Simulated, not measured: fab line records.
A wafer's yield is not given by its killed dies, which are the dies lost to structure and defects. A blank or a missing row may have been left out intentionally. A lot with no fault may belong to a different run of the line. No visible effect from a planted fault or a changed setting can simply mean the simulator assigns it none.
Which tool was responsible? ; flow nandHarc ; 22 lots with 66 wafers sampled at 6 steps, on a route of 1302 steps

== WHAT THE GAUGES READ, wafer by wafer ==
The record lacks any reading of a measuring or inspecting step that a usual standard deviation could be used to judge.

== WHAT TOOL EACH LOT RAN ON (gives the tool, then ch and the chambers of the sampled wafers, and finally the start) ==
lot;NHARC_A_STAIRCASE_TRIM_202;NHARC_A_STAIRCASE_ETCH_221;NHARC_A_STAIRCASE_TRIM_226;NHARC_A_STAIRCASE_TRIM_231;NHARC_A_STAIRCASE_DESCUM_252;NHARC_A_STAIRCASE_STRIP_274
L076;rieDiel-02 ch 1,2, day 17 01:55 or earlier;rieDiel-03 ch 0,1, day 17 01:55 or earlier;rieDiel-03 ch 0,2,3, day 17 01:55 or earlier;rieDiel-02 ch 0,1, day 17 01:55 or earlier;rieDiel-02 ch 1,2, day 17 01:55;rieDiel-03 ch 0,2,3, no start
L075;rieDiel-03 ch 0,1,3, day 17 02:14 or earlier;rieDiel-02 ch 2,3, day 17 02:14 or earlier;rieDiel-02 ch 0,3, day 17 02:14 or earlier;rieDiel-02 ch 1,2,3, day 17 02:14 or earlier;rieDiel-02 ch 0,1, day 17 02:14;rieDiel-11 ch 0,1,3, day 17 10:49
L077;rieDiel-11 ch 0,1,2, day 17 11:32 or earlier;rieDiel-02 ch 1,2,3, day 17 11:32 or earlier;rieDiel-02 ch 1,2,3, day 17 11:32 or earlier;rieDiel-11 ch 1,2,3, day 17 11:32 or earlier;rieDiel-03 ch 0,1,2, day 17 11:32;rieDiel-11 ch 0,2,3, no start
L078;rieDiel-11 ch 0,1,3, day 18 08:01 or earlier;rieDiel-02 ch 0,1,3, day 18 08:01 or earlier;rieDiel-02 ch 0,2,3, day 18 08:01 or earlier;rieDiel-11 ch 0,1,2, day 18 08:01 or earlier;rieDiel-02 ch 0,1,3, day 18 08:01;rieDiel-03 ch 0,1,3, no start
L079;rieDiel-11 ch 0,2, day 18 17:38 or earlier;rieDiel-02 ch 0,1,3, day 18 17:38 or earlier;rieDiel-02 ch 0,1,3, day 18 17:38 or earlier;rieDiel-11 ch 0,1,2, day 18 17:38 or earlier;rieDiel-11 ch 2,3, day 18 17:38;rieDiel-11 ch 1,2, no start
L080;rieDiel-03 ch 1,3, day 19 15:07 or earlier;rieDiel-02 ch 0,2,3, day 19 15:07 or earlier;rieDiel-02 ch 1,3, day 19 15:07 or earlier;rieDiel-11 ch 1,3, day 19 15:07 or earlier;rieDiel-11 ch 1,2, day 19 15:07;rieDiel-02 ch 0,1, no start
L081;rieDiel-11 ch 1,2,3, day 19 20:22 or earlier;rieDiel-02 ch 2,3, day 19 20:22 or earlier;rieDiel-02 ch 0,2,3, day 19 20:22 or earlier;rieDiel-02 ch 0,2, day 19 20:22 or earlier;rieDiel-03 ch 0,2, day 19 20:22;rieDiel-11 ch 0,3, day 20 03:43
L084;rieDiel-11 ch 0,3, day 20 08:23 or earlier;rieDiel-11 ch 0,3, day 20 08:23 or earlier;rieDiel-11 ch 1,2, day 20 08:23 or earlier;rieDiel-11 ch 2,3, day 20 08:23 or earlier;rieDiel-11 ch 1,2,3, day 20 08:23;rieDiel-02 ch 0,1, no start
L082;rieDiel-02 ch 0,2,3, day 20 08:37 or earlier;rieDiel-11 ch 0,2, day 20 08:37 or earlier;rieDiel-11 ch 1,2,3, day 20 08:37 or earlier;rieDiel-02 ch 0,2, day 20 08:37 or earlier;rieDiel-02 ch 0,1,3, day 20 08:37;rieDiel-02 ch 1,2,3, no start
L083;rieDiel-02 ch 0,2,3, day 20 15:15 or earlier;rieDiel-11 ch 0,2,3, day 20 15:15 or earlier;rieDiel-11 ch 0,1,3, day 20 15:15 or earlier;rieDiel-11 ch 0,1,3, day 20 15:15 or earlier;rieDiel-03 ch 0,2,3, day 20 15:15;rieDiel-11 ch 0,1,3, no start
L086;rieDiel-03 ch 0,2,3, day 21 03:35 or earlier;rieDiel-11 ch 0,2, day 21 03:35 or earlier;rieDiel-11 ch 0,1, day 21 03:35 or earlier;rieDiel-02 ch 0,2,3, day 21 03:35 or earlier;rieDiel-02 ch 0,2, day 21 03:35;rieDiel-11 ch 0,1, no start
L085;rieDiel-11 ch 0,1,3, day 21 09:49 or earlier;rieDiel-03 ch 0,1,2, day 21 09:49 or earlier;rieDiel-03 ch 1,2,3, day 21 09:49 or earlier;rieDiel-02 ch 0,2,3, day 21 09:49 or earlier;rieDiel-02 ch 0,1,2, day 21 09:49;rieDiel-11 ch 0,1,3, no start
L087;rieDiel-11 ch 0,3, day 21 09:25 or earlier;rieDiel-02 ch 0,2,3, day 21 09:25 or earlier;rieDiel-02 ch 0,2,3, day 21 09:25 or earlier;rieDiel-11 ch 0,1,3, day 21 09:25 or earlier;rieDiel-02 ch 0,3, day 21 09:25;rieDiel-02 ch 0,2, no start
L088;rieDiel-02 ch 0,2,3, day 22 20:44 or earlier;rieDiel-03 ch 0,3, day 22 20:44 or earlier;rieDiel-03 ch 0,3, day 22 20:44 or earlier;rieDiel-03 ch 0,1,3, day 22 20:44 or earlier;rieDiel-03 ch 0,1,3, day 22 20:44;rieDiel-11 ch 1,2,3, no start
L091;rieDiel-03 ch 0,1,3, day 23 05:53 or earlier;rieDiel-11 ch 1,2,3, day 23 05:53 or earlier;rieDiel-11 ch 1,2,3, day 23 05:53 or earlier;rieDiel-11 ch 1,2,3, day 23 05:53 or earlier;rieDiel-11 ch 1,2,3, day 23 05:53;rieDiel-02 ch 0,2,3, no start
L090;rieDiel-11 ch 1,2, day 23 10:41 or earlier;rieDiel-03 ch 2,3, day 23 10:41 or earlier;rieDiel-03 ch 0,3, day 23 10:41 or earlier;rieDiel-03 ch 0,2, day 23 10:41 or earlier;rieDiel-02 ch 0,1,3, day 23 10:41;rieDiel-11 ch 0,1,2, no start
L092;rieDiel-02 ch 0,2, day 23 16:52 or earlier;rieDiel-03 ch 0,1,2, day 23 16:52 or earlier;rieDiel-03 ch 0,2,3, day 23 16:52 or earlier;rieDiel-02 ch 0,2, day 23 16:52 or earlier;rieDiel-11 ch 0,1,2, day 23 16:52;rieDiel-02 ch 0,1,3, no start
L093;rieDiel-02 ch 0,2,3, day 24 14:40 or earlier;rieDiel-11 ch 2,3, day 24 14:40 or earlier;rieDiel-11 ch 1,2,3, day 24 14:40 or earlier;rieDiel-03 ch 0,1,2, day 24 14:40 or earlier;rieDiel-02 ch 0,2,3, day 24 14:40;rieDiel-03 ch 0,1,3, no start
L094;rieDiel-03 ch 0,1, day 24 20:02 or earlier;rieDiel-02 ch 0,1,3, day 24 20:02 or earlier;rieDiel-02 ch 0,3, day 24 20:02 or earlier;rieDiel-02 ch 1,3, day 24 20:02 or earlier;rieDiel-11 ch 0,1, day 24 20:02;rieDiel-11 ch 1,3, day 25 02:13
L096;rieDiel-11 ch 0,1,2, day 25 06:37 or earlier;rieDiel-11 ch 0,2,3, day 25 06:37 or earlier;rieDiel-11 ch 0,1, day 25 06:37 or earlier;rieDiel-11 ch 0,1,2, day 25 06:37 or earlier;rieDiel-11 ch 0,2, day 25 06:37;rieDiel-11 ch 0,3, no start
L095;rieDiel-03 ch 0,1,2, day 25 06:54 or earlier;rieDiel-11 ch 0,2,3, day 25 06:54 or earlier;rieDiel-11 ch 0,2, day 25 06:54 or earlier;rieDiel-11 ch 0,1,2, day 25 06:54 or earlier;rieDiel-11 ch 0,1,2, day 25 06:54;rieDiel-11 ch 0,1,2, no start
L097;rieDiel-02 ch 0,1,3, day 25 19:18 or earlier;rieDiel-02 ch 0,1,3, day 25 19:18 or earlier;rieDiel-02 ch 0,1,2, day 25 19:18 or earlier;rieDiel-11 ch 1,2,3, day 25 19:18 or earlier;rieDiel-02 ch 0,1,2, day 25 19:18;rieDiel-11 ch 0,2, no start
- NHARC_A_STAIRCASE_TRIM_202: chemistry O2, time 211.2 s.
- NHARC_A_STAIRCASE_ETCH_221: etches the open film in C4F8/O2, target depth 100 nm, time 40.5 s.
- NHARC_A_STAIRCASE_TRIM_226: chemistry O2, time 211.2 s.
- NHARC_A_STAIRCASE_TRIM_231: chemistry O2, time 211.2 s.
- NHARC_A_STAIRCASE_DESCUM_252: chemistry O2, time 3 s.
- NHARC_A_STAIRCASE_STRIP_274: strips in O2.

== AS READ BY THE TOOLS THEMSELVES (means over the sampled wafers that have a number; for cases with no such wafer, the mark the record gives instead) ==
NHARC_A_STAIRCASE_TRIM_202.
lot;tool;drypumpMotorCurrentA (A);oesProductAu (a.u.);rfVppV (V);showerheadPlenumPTorr (Torr);throttleValvePct (%)
L076;rieDiel-02;5.8;0.994;58.0;3.69;17.037
L075;rieDiel-03;5.7;0.985;57.2;3.43;17.036
L077;rieDiel-11;5.8;0.997;57.3;3.38;17.037
L078;rieDiel-11;5.9;0.994;57.7;3.37;17.039
L079;rieDiel-11;6.0;0.988;57.9;3.43;17.035
L080;rieDiel-03;5.3;0.990;57.5;3.39;17.047
L081;rieDiel-11;5.6;1.010;57.8;3.35;17.035
L084;rieDiel-11;6.0;1.000;57.2;3.39;17.045
L082;rieDiel-02;5.1;0.996;57.9;3.50;17.047
L083;rieDiel-02;5.1;0.998;58.2;3.50;17.036
L086;rieDiel-03;5.6;0.987;56.7;3.50;17.042
L085;rieDiel-11;5.9;1.009;57.5;3.36;17.034
L087;rieDiel-11;6.2;0.994;57.4;3.41;17.030
L088;rieDiel-02;5.2;0.997;57.9;3.49;17.042
L091;rieDiel-03;5.7;0.981;57.7;3.58;17.028
L090;rieDiel-11;5.4;1.011;57.7;3.34;17.042
L092;rieDiel-02;5.1;0.999;58.3;3.52;17.030
L093;rieDiel-02;5.1;0.991;58.7;3.48;17.041
L094;rieDiel-03;5.9;0.984;58.2;3.70;17.037
L096;rieDiel-11;5.7;1.008;57.1;3.35;17.043
L095;rieDiel-03;5.8;0.995;58.2;3.59;17.044
L097;rieDiel-02;5.5;0.995;57.7;3.56;17.041

NHARC_A_STAIRCASE_ETCH_221.
lot;tool;oesProductAu (a.u.);rfVppV (V)
L076;rieDiel-03;0.943;890
L075;rieDiel-02;0.961;895
L077;rieDiel-02;0.957;897
L078;rieDiel-02;0.956;898
L079;rieDiel-02;0.950;898
L080;rieDiel-02;0.950;895
L081;rieDiel-02;0.946;895
L084;rieDiel-11;0.947;892
L082;rieDiel-11;0.925;892
L083;rieDiel-11;0.930;892
L086;rieDiel-11;0.938;891
L085;rieDiel-03;0.924;899
L087;rieDiel-02;0.949;894
L088;rieDiel-03;0.942;895
L091;rieDiel-11;0.947;889
L090;rieDiel-03;0.958;894
L092;rieDiel-03;0.950;899
L093;rieDiel-11;0.952;889
L094;rieDiel-02;0.942;897
L096;rieDiel-11;0.934;890
L095;rieDiel-11;0.927;890
L097;rieDiel-02;0.927;897

NHARC_A_STAIRCASE_TRIM_226.
lot;tool;drypumpMotorCurrentA (A);oesProductAu (a.u.);rfVppV (V);showerheadPlenumPTorr (Torr);throttleValvePct (%)
L076;rieDiel-03;5.6;0.995;57.4;3.51;17.038
L075;rieDiel-02;5.2;0.989;57.2;3.53;17.038
L077;rieDiel-02;5.5;1.002;57.9;3.58;17.034
L078;rieDiel-02;5.1;1.001;57.9;3.50;17.029
L079;rieDiel-02;5.5;0.996;58.4;3.59;17.034
L080;rieDiel-02;5.5;1.001;57.0;3.55;17.036
L081;rieDiel-02;5.1;1.004;57.5;3.50;17.031
L084;rieDiel-11;5.4;1.005;57.2;3.35;17.038
L082;rieDiel-11;5.6;1.009;57.2;3.34;17.036
L083;rieDiel-11;5.9;1.007;57.5;3.36;17.033
L086;rieDiel-11;6.1;1.006;57.1;3.39;17.034
L085;rieDiel-03;5.5;0.995;57.8;3.58;17.031
L087;rieDiel-02;5.1;0.992;57.6;3.49;17.040
L088;rieDiel-03;5.8;0.992;57.0;3.50;17.039
L091;rieDiel-11;5.6;1.012;57.0;3.33;17.050
L090;rieDiel-03;5.4;0.990;57.4;3.47;17.042
L092;rieDiel-03;5.6;1.000;58.6;3.48;17.037
L093;rieDiel-11;5.6;1.008;57.7;3.33;17.047
L094;rieDiel-02;5.2;0.998;57.2;3.49;17.043
L096;rieDiel-11;6.1;1.004;57.0;3.37;17.038
L095;rieDiel-11;6.0;1.004;58.6;3.41;17.035
L097;rieDiel-02;5.4;0.996;58.0;3.58;17.043

NHARC_A_STAIRCASE_TRIM_231.
lot;tool;drypumpMotorCurrentA (A);oesProductAu (a.u.);rfVppV (V);showerheadPlenumPTorr (Torr);throttleValvePct (%)
L076;rieDiel-02;5.9;0.991;59.3;3.71;17.028
L075;rieDiel-02;5.4;0.992;58.1;3.58;17.034
L077;rieDiel-11;5.6;0.992;56.8;3.35;17.033
L078;rieDiel-11;5.8;0.995;57.1;3.38;17.034
L079;rieDiel-11;5.7;1.006;58.0;3.38;17.026
L080;rieDiel-11;5.7;1.005;56.9;3.31;17.035
L081;rieDiel-02;5.0;0.990;59.0;3.53;17.041
L084;rieDiel-11;5.7;1.004;57.7;3.37;17.037
L082;rieDiel-02;5.1;0.995;58.2;3.54;17.036
L083;rieDiel-11;5.9;1.004;57.2;3.36;17.032
L086;rieDiel-02;5.1;0.991;57.8;3.49;17.028
L085;rieDiel-02;5.1;1.000;58.8;3.49;17.033
L087;rieDiel-11;5.9;0.995;57.6;3.36;17.026
L088;rieDiel-03;5.7;0.994;57.9;3.59;17.038
L091;rieDiel-11;5.6;1.004;58.2;3.33;17.027
L090;rieDiel-03;5.9;0.988;57.6;3.51;17.027
L092;rieDiel-02;5.1;1.000;57.5;3.52;17.031
L093;rieDiel-03;5.8;0.995;57.3;3.60;17.030
L094;rieDiel-02;5.9;0.983;57.9;3.64;17.031
L096;rieDiel-11;5.7;1.007;56.8;3.35;17.035
L095;rieDiel-11;5.7;1.004;57.5;3.35;17.043
L097;rieDiel-11;5.6;1.001;57.7;3.32;17.045

NHARC_A_STAIRCASE_DESCUM_252.
lot;tool;drypumpMotorCurrentA (A);oesProductAu (a.u.);rfVppV (V);showerheadPlenumPTorr (Torr);throttleValvePct (%)
L076;rieDiel-02;5.4;1.000;58.5;1.96;11.307
L075;rieDiel-02;5.5;0.992;58.0;1.97;11.312
L077;rieDiel-03;5.8;0.991;57.6;1.86;11.318
L078;rieDiel-02;5.6;1.006;57.6;1.95;11.312
L079;rieDiel-11;5.7;0.991;57.7;1.83;11.314
L080;rieDiel-11;5.5;1.008;56.7;1.79;11.309
L081;rieDiel-03;5.7;0.983;57.8;1.91;11.312
L084;rieDiel-11;5.6;1.009;56.8;1.81;11.312
L082;rieDiel-02;5.5;0.991;57.4;1.95;11.309
L083;rieDiel-03;5.6;0.996;58.3;1.90;11.313
L086;rieDiel-02;5.1;1.000;58.3;1.92;11.310
L085;rieDiel-02;5.5;0.995;58.7;1.96;11.316
L087;rieDiel-02;5.2;1.001;57.9;1.88;11.302
L088;rieDiel-03;5.6;0.993;57.9;1.95;11.296
L091;rieDiel-11;5.6;1.000;57.9;1.80;11.317
L090;rieDiel-02;5.5;1.001;57.1;1.94;11.311
L092;rieDiel-11;5.7;1.010;57.8;1.82;11.302
L093;rieDiel-02;5.1;0.999;57.2;1.89;11.305
L094;rieDiel-11;6.1;0.999;57.6;1.83;11.310
L096;rieDiel-11;6.0;1.003;58.0;1.85;11.308
L095;rieDiel-11;5.8;1.008;57.0;1.81;11.312
L097;rieDiel-02;5.5;0.989;57.6;1.95;11.301

NHARC_A_STAIRCASE_STRIP_274.
lot;tool;drypumpMotorCurrentA (A);oesProductAu (a.u.);rfVppV (V);showerheadPlenumPTorr (Torr);throttleValvePct (%)
L076;rieDiel-03;5.6;0.992;57.3;3.51;17.036
L075;rieDiel-11;5.9;0.999;57.5;3.37;17.045
L077;rieDiel-11;5.8;0.996;57.9;3.41;17.032
L078;rieDiel-03;5.7;0.997;58.2;3.42;17.045
L079;rieDiel-11;5.5;1.002;57.0;3.32;17.037
L080;rieDiel-02;5.9;0.996;58.5;3.70;17.036
L081;rieDiel-11;6.0;1.007;57.3;3.39;17.037
L084;rieDiel-02;5.9;0.993;58.4;3.69;17.039
L082;rieDiel-02;5.4;0.993;58.3;3.56;17.032
L083;rieDiel-11;5.9;1.003;57.4;3.36;17.039
L086;rieDiel-11;6.1;0.999;57.5;3.39;17.038
L085;rieDiel-11;5.9;1.004;57.6;3.36;17.034
L087;rieDiel-02;5.1;0.997;57.6;3.53;17.039
L088;rieDiel-11;5.6;1.013;57.3;3.33;17.041
L091;rieDiel-02;5.2;0.997;57.7;3.48;17.031
L090;rieDiel-11;5.7;1.005;56.5;3.36;17.040
L092;rieDiel-02;5.5;0.988;58.7;3.57;17.036
L093;rieDiel-03;5.7;0.987;57.7;3.58;17.035
L094;rieDiel-11;5.7;1.008;56.9;3.29;17.036
L096;rieDiel-11;6.0;0.999;57.7;3.37;17.037
L095;rieDiel-11;5.7;1.002;58.6;3.35;17.042
L097;rieDiel-11;6.0;0.987;57.0;3.40;17.025

== THE ANSWER, worked out from the rows above alone ==
Rule: the lots themselves supply what counts as usual. The widest of any qualifying gaps counts: lots, ordered by their means at a reading, are off when they make up no more than a third of the lots, leave a main group of 4 or more, and stand apart from it by 3 or more times the standard deviation of that group's means. If all means in a main group match to the digits the tables above print for the reading, that group is not used. A lot without any number at a reading at which 4 lots or more have one is off too. Where the step has rows for the other lots, those lots are counted as sound. Order of review: gauges by route order, followed by the tools' own readings, for which a lot's mean as printed above is used. The first step at which some lot is off is used, and at that step the reading that is off furthest; a lot without a number counts as furthest.
No lot is off on any of the readings shown, so nothing can be concluded from this.

== WHAT WAS PUT IN BY THE SIMULATOR ==
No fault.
